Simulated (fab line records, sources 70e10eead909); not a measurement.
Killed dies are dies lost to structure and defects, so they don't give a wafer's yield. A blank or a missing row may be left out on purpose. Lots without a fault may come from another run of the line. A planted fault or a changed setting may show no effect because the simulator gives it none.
Chamber matching | flow nand_harc | NHARC_A_STAIRCASE_ETCH_444 on rie_diel-01: 4 sister chambers
The step etches the open film in C4F8/O2, target depth 20400 nm, time 6800 s. 8 wafers are shown with their chamber, then 7 later ones without.

WAFERS WITH THEIR CHAMBER
wafer  | chamber | rf_vpp_V (V) | oes_product_au (a.u.)
L078.1 | 2       | 805          | 0.922
L078.3 | 1       | 809          | 0.923
L081.6 | 1       | 807          | 0.916
L083.3 | 3       | 811          | 0.917
L083.2 | 2       | 804          | 0.934
L083.6 | 0       | 813          | 0.927
L088.1 | 3       | 813          | 0.959
L088.3 | 0       | 814          | 0.954

WAFERS WITHOUT THEIR CHAMBER
wafer  | rf_vpp_V (V) | oes_product_au (a.u.)
L088.6 | 807          | 0.960
L090.2 | 807          | 0.951
L090.3 | 814          | 0.961
L090.6 | 805          | 0.965
L092.1 | 805          | 0.917
L092.2 | 814          | 0.925
L092.5 | 812          | 0.916

WHICH CHAMBER EACH WENT THROUGH
wafer  | from the rows above     | in truth
L088.6 | can't be placed: 1 or 2 | 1
L090.2 | can't be placed: 1 or 2 | 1
L090.3 | can't be placed: 0 or 3 | 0
L090.6 | can't be placed: 2 or 1 | 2
L092.1 | can't be placed: 2 or 1 | 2
L092.2 | can't be placed: 0 or 3 | 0
L092.5 | can't be placed: 3 or 0 | 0
Placed correctly: 0 of 7. Can't be placed from these rows: 7 (the true chamber is among the candidates in 7). Placed wrongly: 0.
How it was worked out, from the rows above alone: a wafer's distance from a chamber is the root of the sum, over the readings, of the square of ((its reading less the chamber's mean) divided by the reading's scatter). The wafer belongs to the nearest chamber; if the next one is less than 2 further off, it can't be placed. A chamber's mean is the mean of its shown wafers. The scatter: the root of (the sum of the squares of (reading less its chamber's mean) over the shown wafers, divided by (wafers less chambers)).
